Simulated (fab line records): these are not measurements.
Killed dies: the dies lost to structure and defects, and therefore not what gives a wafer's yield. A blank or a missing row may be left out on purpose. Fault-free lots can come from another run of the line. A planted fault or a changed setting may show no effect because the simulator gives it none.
fab line records || flow nandHarc
[record] {"lots": 6, "wafers": 18, "lastDay": 33}
route steps=1302 shown P_BONDPAD@366
lots that met no fault: from a run of the same line without faults
startH: start of the lot's first displayed wafer, in hours after the record's first day || waitH: hours since the lot's step before || " unchanged from the row above || L1.1+2: a single row standing in for several wafers || - no value, or no start given || * or withheld: withheld || < > ~ a bound
route shown NAME@n: names a module that has steps shown in the file, with the first one's number in the route || usual: average and standard deviation across the fault-free wafers || same: alike in all rows || chamber/n: place in a boat || sites: the reading at each site || _std_site: how widely they spread, as a standard deviation || _edge_site: the outer-site mean with the inner-site mean subtracted || radiusMm: how far each site lies from the wafer's centre || mask NAME#n: copy n || behind: the most recent tool/chamber to have shaped the wafer || hold: reason for holding the lot/hours on hold/outcome of the hold || device: whichever transistor did not switch (one of n, p or np) || end of line: the same wafers' tests at the end of the route || where a step has no rows: the recipe by itself || killed: dies that structure and defects cost at the first sort, which is not the same as the wafer's yield || map: the dies of a wafer, with x for killed, . for not killed, _ for no die there
set.NAME: setting as actually run; set.NAME@STEP: the setting as run at that earlier step || model.NAME: the simulator's own value behind a step, which no gauge read
lots at selected steps of the route; one table per step, one row per wafer
services: a tool's chamber out of use, with start hour (startH, from the record's first day; less than 0 if before it), hours out, and reason
[[steps]]
[step NHARC_P_BONDPAD_HARDBAKE_10]
[recipe] {"tempC": 118, "timeS": 65}
[step NHARC_P_BONDPAD_DESCUM_11]
[recipe] {"timeS": 3, "o2FlowSccm": 200, "arFlowSccm": 0, "biasPowerW": 0, "chemistry": "O2"}
[step NHARC_P_BONDPAD_ETCH_37]
[recipe] {"targetDepthA": 600, "overetchA": 180, "timeS": 65.91, "ionEnergyEv": 200, "n2FlowSccm": 150, "h2FlowSccm": 150, "arFlowSccm": 0, "rfW": 400, "biasW": 150, "chemistry": "N2/H2"}
[usual] {"drypumpMotorCurrentA": "5.8/0.44", "oesProductAu": "0.998/0.011", "rfVppV": "429.3/2.1", "showerheadPlenumPTorr": "1.99/0.072", "throttleValvePct": "14.171/0.0099"}
{"lot.wafer": "L603.3", "tool": "rieDiel-02", "chamber": 1, "startH": 145.04, "waitH": 0.1, "drypumpMotorCurrentA": 5.7, "oesProductAu": 1.002, "rfHoursCounterH": 3.0, "rfVppV": 429.9, "showerheadPlenumPTorr": 1.94, "throttleValvePct": 14.144}
{"lot.wafer": "L603.1", "tool": "rieDiel-02", "chamber": 2, "startH": 145.04, "waitH": 0.1, "drypumpMotorCurrentA": 6.3, "oesProductAu": 0.999, "rfHoursCounterH": 3.2, "rfVppV": 427.5, "showerheadPlenumPTorr": 1.90, "throttleValvePct": 14.171}
{"lot.wafer": "L603.2", "tool": "rieDiel-02", "chamber": 3, "startH": 145.04, "waitH": 0.1, "drypumpMotorCurrentA": 5.3, "oesProductAu": 0.993, "rfHoursCounterH": 3.4, "rfVppV": 428.8, "showerheadPlenumPTorr": 2.02, "throttleValvePct": 14.169}
{"lot.wafer": "L606.1", "tool": "rieDiel-09", "chamber": 1, "startH": 181.24, "waitH": 0.1, "drypumpMotorCurrentA": 6.1, "oesProductAu": 1.008, "rfHoursCounterH": 1.5, "rfVppV": 430.5, "showerheadPlenumPTorr": 2.07, "throttleValvePct": 14.185}
{"lot.wafer": "L606.2", "tool": "rieDiel-09", "chamber": 2, "startH": 181.24, "waitH": 0.1, "drypumpMotorCurrentA": 6.4, "oesProductAu": 1.012, "rfHoursCounterH": 1.1, "rfVppV": 430.7, "showerheadPlenumPTorr": 2.06, "throttleValvePct": 14.157}
{"lot.wafer": "L606.4", "tool": "rieDiel-09", "chamber": 2, "startH": 181.24, "waitH": 0.1, "drypumpMotorCurrentA": 6.4, "oesProductAu": 1.004, "rfHoursCounterH": "-", "rfVppV": 431.0, "showerheadPlenumPTorr": 2.06, "throttleValvePct": 14.182}
{"lot.wafer": "L611.1", "tool": "rieDiel-09", "chamber": 0, "startH": 223.73, "waitH": 0.1, "drypumpMotorCurrentA": 6.5, "oesProductAu": 1.002, "rfHoursCounterH": 2.6, "rfVppV": 430.3, "showerheadPlenumPTorr": 1.98, "throttleValvePct": 14.163}
{"lot.wafer": "L611.2", "tool": "rieDiel-09", "chamber": 1, "startH": 223.73, "waitH": 0.1, "drypumpMotorCurrentA": 6.1, "oesProductAu": 0.994, "rfHoursCounterH": 3.8, "rfVppV": 433.5, "showerheadPlenumPTorr": 2.07, "throttleValvePct": 14.170}
{"lot.wafer": "L611.6", "tool": "rieDiel-09", "chamber": 2, "startH": 223.73, "waitH": 0.1, "drypumpMotorCurrentA": 6.4, "oesProductAu": 1.003, "rfHoursCounterH": "-", "rfVppV": 430.0, "showerheadPlenumPTorr": 2.06, "throttleValvePct": 14.163}
{"lot.wafer": "L613.4", "tool": "rieDiel-02", "chamber": 1, "startH": 248.77, "waitH": 0.1, "drypumpMotorCurrentA": 5.7, "oesProductAu": 1.005, "rfHoursCounterH": 0.9, "rfVppV": 428.0, "showerheadPlenumPTorr": 1.94, "throttleValvePct": 14.173}
{"lot.wafer": "L613.2", "tool": "rieDiel-02", "chamber": 2, "startH": 248.77, "waitH": 0.1, "drypumpMotorCurrentA": 6.3, "oesProductAu": 1.007, "rfHoursCounterH": 1.0, "rfVppV": 427.4, "showerheadPlenumPTorr": 1.90, "throttleValvePct": 14.179}
{"lot.wafer": "L613.1", "tool": "rieDiel-02", "chamber": 3, "startH": 248.77, "waitH": 0.1, "drypumpMotorCurrentA": 5.3, "oesProductAu": 0.978, "rfHoursCounterH": 1.2, "rfVppV": 429.4, "showerheadPlenumPTorr": 2.01, "throttleValvePct": 14.180}
{"lot.wafer": "L622.2", "tool": "rieDiel-02", "chamber": 3, "startH": 332.88, "waitH": 0.1, "drypumpMotorCurrentA": 5.3, "oesProductAu": 0.980, "rfHoursCounterH": 4.5, "rfVppV": 430.6, "showerheadPlenumPTorr": 2.01, "throttleValvePct": 14.155}
{"lot.wafer": "L622.4", "tool": "rieDiel-02", "chamber": 1, "startH": 332.88, "waitH": 0.1, "drypumpMotorCurrentA": 5.7, "oesProductAu": 0.978, "rfHoursCounterH": 4.2, "rfVppV": 427.5, "showerheadPlenumPTorr": 1.94, "throttleValvePct": 14.168}
{"lot.wafer": "L622.1", "tool": "rieDiel-02", "chamber": 2, "startH": 332.88, "waitH": 0.1, "drypumpMotorCurrentA": 6.3, "oesProductAu": 1.007, "rfHoursCounterH": 4.3, "rfVppV": 427.1, "showerheadPlenumPTorr": 1.90, "throttleValvePct": 14.185}
{"lot.wafer": "L623.3", "tool": "rieDiel-02", "chamber": 0, "startH": 349.34, "waitH": 0.1, "drypumpMotorCurrentA": 5.6, "oesProductAu": 0.981, "rfHoursCounterH": 4.9, "rfVppV": 428.9, "showerheadPlenumPTorr": 1.94, "throttleValvePct": 14.175}
{"lot.wafer": "L623.4", "tool": "rieDiel-02", "chamber": 2, "startH": 349.34, "waitH": 0.1, "drypumpMotorCurrentA": 6.4, "oesProductAu": 1.010, "rfHoursCounterH": 5.0, "rfVppV": 426.1, "showerheadPlenumPTorr": 1.90, "throttleValvePct": 14.174}
{"lot.wafer": "L623.5", "tool": "rieDiel-02", "chamber": 3, "startH": 349.34, "waitH": 0.1, "drypumpMotorCurrentA": 5.3, "oesProductAu": 0.979, "rfHoursCounterH": "-", "rfVppV": 430.0, "showerheadPlenumPTorr": 2.01, "throttleValvePct": 14.173}
[step NHARC_P_BONDPAD_ETCH_12]
[recipe] {"targetDepthA": 2000, "timeS": 100, "chf3FlowSccm": 50, "o2FlowSccm": 10, "arFlowSccm": 200, "rfW": 500, "biasW": 200, "chemistry": "CHF3/O2"}
[step NHARC_P_BONDPAD_CD_MEAS_13]
[usual] {"cdNm": "500.7/2.1"}
{"lot.wafer": "L603.1", "tool": "cdSem-01", "chamber": "-", "startH": 145.26, "waitH": "-", "cdNm": 499.2}
{"lot.wafer": "L603.2", "tool": "cdSem-01", "chamber": "-", "startH": 145.26, "waitH": "-", "cdNm": 499.5}
{"lot.wafer": "L603.3", "tool": "cdSem-01", "chamber": "-", "startH": 145.26, "waitH": "-", "cdNm": 499.4}
{"lot.wafer": "L606.1", "tool": "cdSem-03", "chamber": "-", "startH": 181.51, "waitH": "-", "cdNm": 498.4}
{"lot.wafer": "L606.2", "tool": "cdSem-03", "chamber": "-", "startH": 181.51, "waitH": "-", "cdNm": 498.2}
{"lot.wafer": "L606.4", "tool": "cdSem-03", "chamber": "-", "startH": 181.51, "waitH": "-", "cdNm": 499.2}
{"lot.wafer": "L611.1", "tool": "cdSem-01", "chamber": "-", "startH": 223.94, "waitH": "-", "cdNm": 500.2}
{"lot.wafer": "L611.2", "tool": "cdSem-01", "chamber": "-", "startH": 223.94, "waitH": "-", "cdNm": 503.7}
{"lot.wafer": "L611.6", "tool": "cdSem-01", "chamber": "-", "startH": 223.94, "waitH": "-", "cdNm": 503.8}
{"lot.wafer": "L613.1", "tool": "cdSem-02", "chamber": "-", "startH": 249.00, "waitH": "-", "cdNm": 501.0}
{"lot.wafer": "L613.2", "tool": "cdSem-02", "chamber": "-", "startH": 249.00, "waitH": "-", "cdNm": 497.2}
{"lot.wafer": "L613.4", "tool": "cdSem-02", "chamber": "-", "startH": 249.00, "waitH": "-", "cdNm": 496.7}
{"lot.wafer": "L622.1", "tool": "cdSem-03", "chamber": "-", "startH": 333.11, "waitH": "-", "cdNm": 500.7}
{"lot.wafer": "L622.2", "tool": "cdSem-03", "chamber": "-", "startH": 333.11, "waitH": "-", "cdNm": 498.2}
{"lot.wafer": "L622.4", "tool": "cdSem-03", "chamber": "-", "startH": 333.11, "waitH": "-", "cdNm": 502.8}
{"lot.wafer": "L623.3", "tool": "cdSem-03", "chamber": "-", "startH": 349.57, "waitH": "-", "cdNm": 499.9}
{"lot.wafer": "L623.4", "tool": "cdSem-03", "chamber": "-", "startH": 349.57, "waitH": "-", "cdNm": 500.3}
{"lot.wafer": "L623.5", "tool": "cdSem-03", "chamber": "-", "startH": 349.57, "waitH": "-", "cdNm": 502.0}
[step NHARC_P_BONDPAD_STRIP_15]
[recipe] {"o2FlowSccm": 500, "arFlowSccm": 0, "biasW": 0, "chemistry": "O2"}
[step NHARC_P_BONDPAD_ETCH_24]
[recipe] {"targetDepthA": 300, "overEtchFrac": 0.3, "timeS": 72.99, "ionEnergyEv": 150, "cf4FlowSccm": 50, "n2FlowSccm": 100, "arFlowSccm": 150, "rfW": 300, "biasW": 100, "chemistry": "CF4/N2"}
[step NHARC_P_BONDPAD_STRIP_16]
[recipe] {"timeS": 600, "tempC": 30, "chemistry": "postEtchResidueRemover"}
[step NHARC_P_BONDPAD_DEGAS_25]
[recipe] {"tempC": 300, "timeS": 60}
[step NHARC_P_BONDPAD_PRE_CLEAN_26]
[recipe] {"timeS": 30, "tempC": 280, "gas": "H2/He"}
[usual] {"heaterPowerW": "413/38"}
{"lot.wafer": "L603.3", "tool": "pvdSputter-01", "chamber": "-", "startH": "-", "waitH": "-", "heaterPowerW": 422}
{"lot.wafer": "L603.2", "tool": "pvdSputter-01", "chamber": "-", "startH": "-", "waitH": "-", "heaterPowerW": 401}
{"lot.wafer": "L603.1", "tool": "pvdSputter-01", "chamber": "-", "startH": "-", "waitH": "-", "heaterPowerW": 431}
{"lot.wafer": "L606.4", "tool": "pvdSputter-03", "chamber": "-", "startH": "-", "waitH": "-", "heaterPowerW": 365}
{"lot.wafer": "L606.1", "tool": "pvdSputter-03", "chamber": "-", "startH": "-", "waitH": "-", "heaterPowerW": 407}
{"lot.wafer": "L606.2", "tool": "pvdSputter-03", "chamber": "-", "startH": "-", "waitH": "-", "heaterPowerW": 468}
{"lot.wafer": "L611.1", "tool": "pvdSputter-03", "chamber": "-", "startH": "-", "waitH": "-", "heaterPowerW": 409}
{"lot.wafer": "L611.2", "tool": "pvdSputter-03", "chamber": "-", "startH": "-", "waitH": "-", "heaterPowerW": 505}
{"lot.wafer": "L611.6", "tool": "pvdSputter-03", "chamber": "-", "startH": "-", "waitH": "-", "heaterPowerW": 365}
{"lot.wafer": "L613.2", "tool": "pvdSputter-01", "chamber": "-", "startH": "-", "waitH": "-", "heaterPowerW": 377}
{"lot.wafer": "L613.4", "tool": "pvdSputter-01", "chamber": "-", "startH": "-", "waitH": "-", "heaterPowerW": 404}
{"lot.wafer": "L613.1", "tool": "pvdSputter-01", "chamber": "-", "startH": "-", "waitH": "-", "heaterPowerW": 401}
{"lot.wafer": "L622.1", "tool": "pvdSputter-01", "chamber": "-", "startH": "-", "waitH": "-", "heaterPowerW": 365}
{"lot.wafer": "L622.4", "tool": "pvdSputter-01", "chamber": "-", "startH": "-", "waitH": "-", "heaterPowerW": 415}
{"lot.wafer": "L622.2", "tool": "pvdSputter-01", "chamber": "-", "startH": "-", "waitH": "-", "heaterPowerW": 399}
{"lot.wafer": "L623.4", "tool": "pvdSputter-01", "chamber": "-", "startH": "-", "waitH": "-", "heaterPowerW": 418}
{"lot.wafer": "L623.3", "tool": "pvdSputter-01", "chamber": "-", "startH": "-", "waitH": "-", "heaterPowerW": 370}
{"lot.wafer": "L623.5", "tool": "pvdSputter-01", "chamber": "-", "startH": "-", "waitH": "-", "heaterPowerW": 414}
[step NHARC_P_BONDPAD_PVD_17]
[recipe] {"targetThkA": 50, "biasV": 168.6, "powerW": 15000, "chamberPressurePa": 0.12, "timeS": 8.06, "substrateTempC": 50, "material": "TaN"}
[usual] {"throttleValvePct": "29.8/1.3"}
{"lot.wafer": "L603.2", "tool": "pvdSputter-01", "chamber": "-", "startH": "-", "waitH": "-", "throttleValvePct": 30.5}
{"lot.wafer": "L603.3", "tool": "pvdSputter-01", "chamber": "-", "startH": "-", "waitH": "-", "throttleValvePct": 32.2}
{"lot.wafer": "L603.1", "tool": "pvdSputter-01", "chamber": "-", "startH": "-", "waitH": "-", "throttleValvePct": 29.7}
{"lot.wafer": "L606.2", "tool": "pvdSputter-03", "chamber": "-", "startH": "-", "waitH": "-", "throttleValvePct": 28.9}
{"lot.wafer": "L606.1", "tool": "pvdSputter-03", "chamber": "-", "startH": "-", "waitH": "-", "throttleValvePct": 31.1}
{"lot.wafer": "L606.4", "tool": "pvdSputter-03", "chamber": "-", "startH": "-", "waitH": "-", "throttleValvePct": 29.0}
{"lot.wafer": "L611.1", "tool": "pvdSputter-03", "chamber": "-", "startH": "-", "waitH": "-", "throttleValvePct": 29.2}
{"lot.wafer": "L611.2", "tool": "pvdSputter-03", "chamber": "-", "startH": "-", "waitH": "-", "throttleValvePct": 31.9}
{"lot.wafer": "L611.6", "tool": "pvdSputter-03", "chamber": "-", "startH": "-", "waitH": "-", "throttleValvePct": 29.1}
{"lot.wafer": "L613.2", "tool": "pvdSputter-01", "chamber": "-", "startH": "-", "waitH": "-", "throttleValvePct": 30.3}
{"lot.wafer": "L613.4", "tool": "pvdSputter-01", "chamber": "-", "startH": "-", "waitH": "-", "throttleValvePct": 29.9}
{"lot.wafer": "L613.1", "tool": "pvdSputter-01", "chamber": "-", "startH": "-", "waitH": "-", "throttleValvePct": 30.5}
{"lot.wafer": "L622.1", "tool": "pvdSputter-01", "chamber": "-", "startH": "-", "waitH": "-", "throttleValvePct": 29.7}
{"lot.wafer": "L622.2", "tool": "pvdSputter-01", "chamber": "-", "startH": "-", "waitH": "-", "throttleValvePct": 30.9}
{"lot.wafer": "L622.4", "tool": "pvdSputter-01", "chamber": "-", "startH": "-", "waitH": "-", "throttleValvePct": 31.0}
{"lot.wafer": "L623.4", "tool": "pvdSputter-01", "chamber": "-", "startH": "-", "waitH": "-", "throttleValvePct": 30.9}
{"lot.wafer": "L623.3", "tool": "pvdSputter-01", "chamber": "-", "startH": "-", "waitH": "-", "throttleValvePct": 29.9}
{"lot.wafer": "L623.5", "tool": "pvdSputter-01", "chamber": "-", "startH": "-", "waitH": "-", "throttleValvePct": 30.9}
[step NHARC_P_BONDPAD_PVD_27]
[recipe] {"targetThkA": 300, "chamberPressurePa": 5, "powerW": 5000, "substrateTempC": 30, "timeS": 20.49, "material": "Cu"}
[usual] {"throttleValvePct": "29.7/1.4"}
{"lot.wafer": "L603.1", "tool": "pvdSputter-01", "chamber": "-", "startH": "-", "waitH": "-", "throttleValvePct": 29.7}
{"lot.wafer": "L603.2", "tool": "pvdSputter-01", "chamber": "-", "startH": "-", "waitH": "-", "throttleValvePct": 29.5}
{"lot.wafer": "L603.3", "tool": "pvdSputter-01", "chamber": "-", "startH": "-", "waitH": "-", "throttleValvePct": 30.5}
{"lot.wafer": "L606.4", "tool": "pvdSputter-03", "chamber": "-", "startH": "-", "waitH": "-", "throttleValvePct": 32.0}
{"lot.wafer": "L606.1", "tool": "pvdSputter-03", "chamber": "-", "startH": "-", "waitH": "-", "throttleValvePct": 28.5}
{"lot.wafer": "L606.2", "tool": "pvdSputter-03", "chamber": "-", "startH": "-", "waitH": "-", "throttleValvePct": 31.2}
{"lot.wafer": "L611.1", "tool": "pvdSputter-03", "chamber": "-", "startH": "-", "waitH": "-", "throttleValvePct": 28.7}
{"lot.wafer": "L611.2", "tool": "pvdSputter-03", "chamber": "-", "startH": "-", "waitH": "-", "throttleValvePct": 31.7}
{"lot.wafer": "L611.6", "tool": "pvdSputter-03", "chamber": "-", "startH": "-", "waitH": "-", "throttleValvePct": 31.3}
{"lot.wafer": "L613.4", "tool": "pvdSputter-01", "chamber": "-", "startH": "-", "waitH": "-", "throttleValvePct": 30.8}
{"lot.wafer": "L613.1", "tool": "pvdSputter-01", "chamber": "-", "startH": "-", "waitH": "-", "throttleValvePct": 30.7}
{"lot.wafer": "L613.2", "tool": "pvdSputter-01", "chamber": "-", "startH": "-", "waitH": "-", "throttleValvePct": 30.7}
{"lot.wafer": "L622.1", "tool": "pvdSputter-01", "chamber": "-", "startH": "-", "waitH": "-", "throttleValvePct": 29.8}
{"lot.wafer": "L622.2", "tool": "pvdSputter-01", "chamber": "-", "startH": "-", "waitH": "-", "throttleValvePct": 31.0}
{"lot.wafer": "L622.4", "tool": "pvdSputter-01", "chamber": "-", "startH": "-", "waitH": "-", "throttleValvePct": 30.2}
{"lot.wafer": "L623.3", "tool": "pvdSputter-01", "chamber": "-", "startH": "-", "waitH": "-", "throttleValvePct": 30.5}
{"lot.wafer": "L623.4", "tool": "pvdSputter-01", "chamber": "-", "startH": "-", "waitH": "-", "throttleValvePct": 29.9}
{"lot.wafer": "L623.5", "tool": "pvdSputter-01", "chamber": "-", "startH": "-", "waitH": "-", "throttleValvePct": 29.9}
[step NHARC_P_BONDPAD_ECD_18]
[recipe] {"targetThkA": 4000, "bathTempC": 25, "material": "Cu"}
[usual] {"bathHeatDutyPct": "6.8/0.63"}
{"lot.wafer": "L603.2", "tool": "ecdCu-02", "chamber": 1, "startH": 146.25, "waitH": "-", "bathHeatDutyPct": 6.7}
{"lot.wafer": "L603.1", "tool": "ecdCu-02", "chamber": 0, "startH": 146.25, "waitH": "-", "bathHeatDutyPct": 7.1}
{"lot.wafer": "L603.3", "tool": "ecdCu-02", "chamber": 1, "startH": 146.25, "waitH": "-", "bathHeatDutyPct": 6.7}
{"lot.wafer": "L606.2", "tool": "ecdCu-01", "chamber": 1, "startH": 182.52, "waitH": "-", "bathHeatDutyPct": 5.9}
{"lot.wafer": "L606.1", "tool": "ecdCu-01", "chamber": 0, "startH": 182.52, "waitH": "-", "bathHeatDutyPct": 7.5}
{"lot.wafer": "L606.4", "tool": "ecdCu-01", "chamber": 1, "startH": 182.52, "waitH": "-", "bathHeatDutyPct": 7.2}
{"lot.wafer": "L611.2", "tool": "ecdCu-01", "chamber": 0, "startH": 224.93, "waitH": "-", "bathHeatDutyPct": 6.5}
{"lot.wafer": "L611.1", "tool": "ecdCu-01", "chamber": 1, "startH": 224.93, "waitH": "-", "bathHeatDutyPct": 7.5}
{"lot.wafer": "L611.6", "tool": "ecdCu-01", "chamber": 1, "startH": 224.93, "waitH": "-", "bathHeatDutyPct": 6.4}
{"lot.wafer": "L613.2", "tool": "ecdCu-01", "chamber": 0, "startH": 250.23, "waitH": "-", "bathHeatDutyPct": 8.3}
{"lot.wafer": "L613.1", "tool": "ecdCu-01", "chamber": 1, "startH": 250.23, "waitH": "-", "bathHeatDutyPct": 6.5}
{"lot.wafer": "L613.4", "tool": "ecdCu-01", "chamber": 0, "startH": 250.23, "waitH": "-", "bathHeatDutyPct": 6.8}
{"lot.wafer": "L622.2", "tool": "ecdCu-02", "chamber": 1, "startH": 334.12, "waitH": "-", "bathHeatDutyPct": 6.1}
{"lot.wafer": "L622.1", "tool": "ecdCu-02", "chamber": 0, "startH": 334.12, "waitH": "-", "bathHeatDutyPct": 7.3}
{"lot.wafer": "L622.4", "tool": "ecdCu-02", "chamber": 0, "startH": 334.12, "waitH": "-", "bathHeatDutyPct": 7.1}
{"lot.wafer": "L623.3", "tool": "ecdCu-02", "chamber": 1, "startH": 350.65, "waitH": "-", "bathHeatDutyPct": 6.6}
{"lot.wafer": "L623.4", "tool": "ecdCu-02", "chamber": 0, "startH": 350.65, "waitH": "-", "bathHeatDutyPct": 7.2}
{"lot.wafer": "L623.5", "tool": "ecdCu-02", "chamber": 1, "startH": 350.65, "waitH": "-", "bathHeatDutyPct": 6.3}
[step NHARC_P_BONDPAD_ANNEAL_28]
[recipe] {"tempC": 225, "timeS": 90}
[usual] {"wafer_temp_C_max": "226.4/0.36"}
{"lot.wafer": "L603.1", "tool": "rtpAnneal-01", "chamber": 0, "startH": 146.62, "waitH": "-", "wafer_temp_C_max": 226.3}
{"lot.wafer": "L603.2", "tool": "rtpAnneal-01", "chamber": 0, "startH": 146.62, "waitH": "-", "wafer_temp_C_max": 226.5}
{"lot.wafer": "L603.3", "tool": "rtpAnneal-01", "chamber": 0, "startH": 146.62, "waitH": "-", "wafer_temp_C_max": 226.2}
{"lot.wafer": "L606.1", "tool": "rtpAnneal-02", "chamber": 0, "startH": 182.89, "waitH": "-", "wafer_temp_C_max": 226.2}
{"lot.wafer": "L606.2", "tool": "rtpAnneal-02", "chamber": 0, "startH": 182.89, "waitH": "-", "wafer_temp_C_max": 227.1}
{"lot.wafer": "L606.4", "tool": "rtpAnneal-02", "chamber": 0, "startH": 182.89, "waitH": "-", "wafer_temp_C_max": 227.0}
{"lot.wafer": "L611.1", "tool": "rtpAnneal-01", "chamber": 0, "startH": 225.30, "waitH": 0.3, "wafer_temp_C_max": 226.1}
{"lot.wafer": "L611.2", "tool": "rtpAnneal-01", "chamber": 0, "startH": 225.30, "waitH": 0.3, "wafer_temp_C_max": 226.6}
{"lot.wafer": "L611.6", "tool": "rtpAnneal-01", "chamber": 0, "startH": 225.30, "waitH": 0.3, "wafer_temp_C_max": 226.0}
{"lot.wafer": "L613.1", "tool": "rtpAnneal-01", "chamber": 0, "startH": 250.61, "waitH": "-", "wafer_temp_C_max": 226.1}
{"lot.wafer": "L613.2", "tool": "rtpAnneal-01", "chamber": 0, "startH": 250.61, "waitH": "-", "wafer_temp_C_max": 226.5}
{"lot.wafer": "L613.4", "tool": "rtpAnneal-01", "chamber": 0, "startH": 250.61, "waitH": "-", "wafer_temp_C_max": 226.7}
{"lot.wafer": "L622.1", "tool": "rtpAnneal-02", "chamber": 0, "startH": 334.50, "waitH": "-", "wafer_temp_C_max": 227.0}
{"lot.wafer": "L622.2", "tool": "rtpAnneal-02", "chamber": 0, "startH": 334.50, "waitH": "-", "wafer_temp_C_max": 227.3}
{"lot.wafer": "L622.4", "tool": "rtpAnneal-02", "chamber": 0, "startH": 334.50, "waitH": "-", "wafer_temp_C_max": 227.1}
{"lot.wafer": "L623.3", "tool": "rtpAnneal-02", "chamber": 0, "startH": 351.06, "waitH": 0.4, "wafer_temp_C_max": 226.6}
{"lot.wafer": "L623.4", "tool": "rtpAnneal-02", "chamber": 0, "startH": 351.06, "waitH": 0.4, "wafer_temp_C_max": 226.3}
{"lot.wafer": "L623.5", "tool": "rtpAnneal-02", "chamber": 0, "startH": 351.06, "waitH": 0.4, "wafer_temp_C_max": 226.3}
[step NHARC_P_BONDPAD_CMP_19]
[recipe] {"tOverpolishS": 30, "cuRecessTouchS": 16, "targetThkNm": 160.81}
[step NHARC_P_BONDPAD_THK_MEAS_20]
[recipe] {"thkMeasGauge": "xrf"}
[usual] {"thkNm": "160.6/1.5"}
{"lot.wafer": "L603.1", "tool": "filmMetro-01", "chamber": "-", "startH": 147.29, "waitH": "-", "thkNm": 161.4}
{"lot.wafer": "L603.2", "tool": "filmMetro-01", "chamber": "-", "startH": 147.29, "waitH": "-", "thkNm": 162.6}
{"lot.wafer": "L603.3", "tool": "filmMetro-01", "chamber": "-", "startH": 147.29, "waitH": "-", "thkNm": 160.2}
{"lot.wafer": "L606.1", "tool": "filmMetro-02", "chamber": "-", "startH": 183.56, "waitH": "-", "thkNm": 158.8}
{"lot.wafer": "L606.2", "tool": "filmMetro-02", "chamber": "-", "startH": 183.56, "waitH": "-", "thkNm": 161.5}
{"lot.wafer": "L606.4", "tool": "filmMetro-02", "chamber": "-", "startH": 183.56, "waitH": "-", "thkNm": 161.2}
{"lot.wafer": "L611.1", "tool": "filmMetro-02", "chamber": "-", "startH": 225.97, "waitH": "-", "thkNm": 163.7}
{"lot.wafer": "L611.2", "tool": "filmMetro-02", "chamber": "-", "startH": 225.97, "waitH": "-", "thkNm": 158.8}
{"lot.wafer": "L611.6", "tool": "filmMetro-02", "chamber": "-", "startH": 225.97, "waitH": "-", "thkNm": 161.6}
{"lot.wafer": "L613.1", "tool": "filmMetro-01", "chamber": "-", "startH": 251.28, "waitH": "-", "thkNm": 160.8}
{"lot.wafer": "L613.2", "tool": "filmMetro-01", "chamber": "-", "startH": 251.28, "waitH": "-", "thkNm": 160.8}
{"lot.wafer": "L613.4", "tool": "filmMetro-01", "chamber": "-", "startH": 251.28, "waitH": "-", "thkNm": 160.6}
{"lot.wafer": "L622.1", "tool": "filmMetro-02", "chamber": "-", "startH": 335.16, "waitH": "-", "thkNm": 124.6}
{"lot.wafer": "L622.2", "tool": "filmMetro-02", "chamber": "-", "startH": 335.16, "waitH": "-", "thkNm": 125.7}
{"lot.wafer": "L622.4", "tool": "filmMetro-02", "chamber": "-", "startH": 335.16, "waitH": "-", "thkNm": 161.0}
{"lot.wafer": "L623.3", "tool": "filmMetro-01", "chamber": "-", "startH": 351.62, "waitH": "-", "thkNm": 126.5}
{"lot.wafer": "L623.4", "tool": "filmMetro-01", "chamber": "-", "startH": 351.62, "waitH": "-", "thkNm": 161.9}
{"lot.wafer": "L623.5", "tool": "filmMetro-01", "chamber": "-", "startH": 351.62, "waitH": "-", "thkNm": 159.6}
[step NHARC_P_BONDPAD_SRD_21]
[recipe] {"timeS": 30, "tempC": 23, "dryTimeS": 20, "spinRpm": 1500}
[[services]]
{"tool": "rieDiel-02", "chamber": 0, "startH": 122.20, "hours": "-", "kind": "clean"}
{"tool": "rieDiel-02", "chamber": 1, "startH": 122.20, "hours": "-", "kind": "clean"}
{"tool": "rieDiel-02", "chamber": "-", "startH": 132.26, "hours": 4.9, "kind": "repair"}
{"tool": "rieDiel-09", "chamber": 2, "startH": 134.31, "hours": 1.2, "kind": "repair"}
{"tool": "rieDiel-09", "chamber": "-", "startH": 143.10, "hours": 9.0, "kind": "pm"}
{"tool": "ecdCu-01", "chamber": "-", "startH": 160.24, "hours": 8.0, "kind": "pm"}
{"tool": "pvdSputter-03", "chamber": "-", "startH": 170.06, "hours": 10.0, "kind": "pm"}
{"tool": "rieDiel-02", "chamber": 0, "startH": 171.23, "hours": 6.1, "kind": "repair"}
{"tool": "rieDiel-09", "chamber": 0, "startH": 176.02, "hours": 18.0, "kind": "repair"}
{"tool": "pvdSputter-03", "chamber": "-", "startH": 199.81, "hours": 7.9, "kind": "repair"}
{"tool": "rieDiel-02", "chamber": "-", "startH": 216.70, "hours": 9.0, "kind": "pm"}
{"tool": "pvdSputter-01", "chamber": "-", "startH": 226.00, "hours": 10.0, "kind": "pm"}
{"tool": "ecdCu-02", "chamber": "-", "startH": 244.19, "hours": 8.0, "kind": "pm"}
{"tool": "ecdCu-02", "chamber": "-", "startH": 271.05, "hours": 1.6, "kind": "repair"}
{"tool": "ecdCu-01", "chamber": "-", "startH": 272.73, "hours": 0.2, "kind": "repair"}
{"tool": "pvdSputter-03", "chamber": "-", "startH": 285.83, "hours": 1.8, "kind": "repair"}
{"tool": "ecdCu-02", "chamber": "-", "startH": 285.87, "hours": 0.8, "kind": "repair"}
{"tool": "pvdSputter-01", "chamber": "-", "startH": 286.64, "hours": 3.5, "kind": "repair"}
{"tool": "ecdCu-02", "chamber": "-", "startH": 295.09, "hours": 2.3, "kind": "repair"}
{"tool": "rieDiel-09", "chamber": 3, "startH": 302.88, "hours": 4.0, "kind": "repair"}
{"tool": "ecdCu-02", "chamber": "-", "startH": 318.89, "hours": 2.8, "kind": "repair"}
{"tool": "rieDiel-09", "chamber": "-", "startH": 320.10, "hours": 9.0, "kind": "pm"}
{"tool": "ecdCu-01", "chamber": "-", "startH": 336.24, "hours": 8.0, "kind": "pm"}
{"tool": "pvdSputter-03", "chamber": "-", "startH": 348.06, "hours": 10.0, "kind": "pm"}
[[key]]
[firstSign] {"step": "NHARC_P_BONDPAD_THK_MEAS_20", "reading": "thkNm", "direction": "down", "sigmas": 23, "usual": 160.6, "struck": 125.6}
effect none on later readings
metAt NHARC_P_BONDPAD_ECD_18
struckWafers L622.1,L622.2,L623.3
laterRowsLeftOut L622.1,L622.2,L623.3
sortLeftOut L622.1,L622.2,L623.3
onsetBetween 146.25 334.12
[fault] {"kind": "processParameterDrift", "tool": "ecdCu-02", "chamber": "-", "onsetH": 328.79, "steps": "NHARC_P_BONDPAD_ECD_18", "channel": "targetThkA", "offset": "*", "shape": "step", "endH": 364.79, "scope": "struckWafersOnly", "actsIn": "*", "stated": "*"}
// sortLeftOut: the simulated sort isn't trusted on such a fault, so these wafers' sort isn't shown, and their yield isn't known
// laterRowsLeftOut: the simulator's readings of these wafers behind a module that went badly wrong aren't trusted and aren't shown, but for the sort
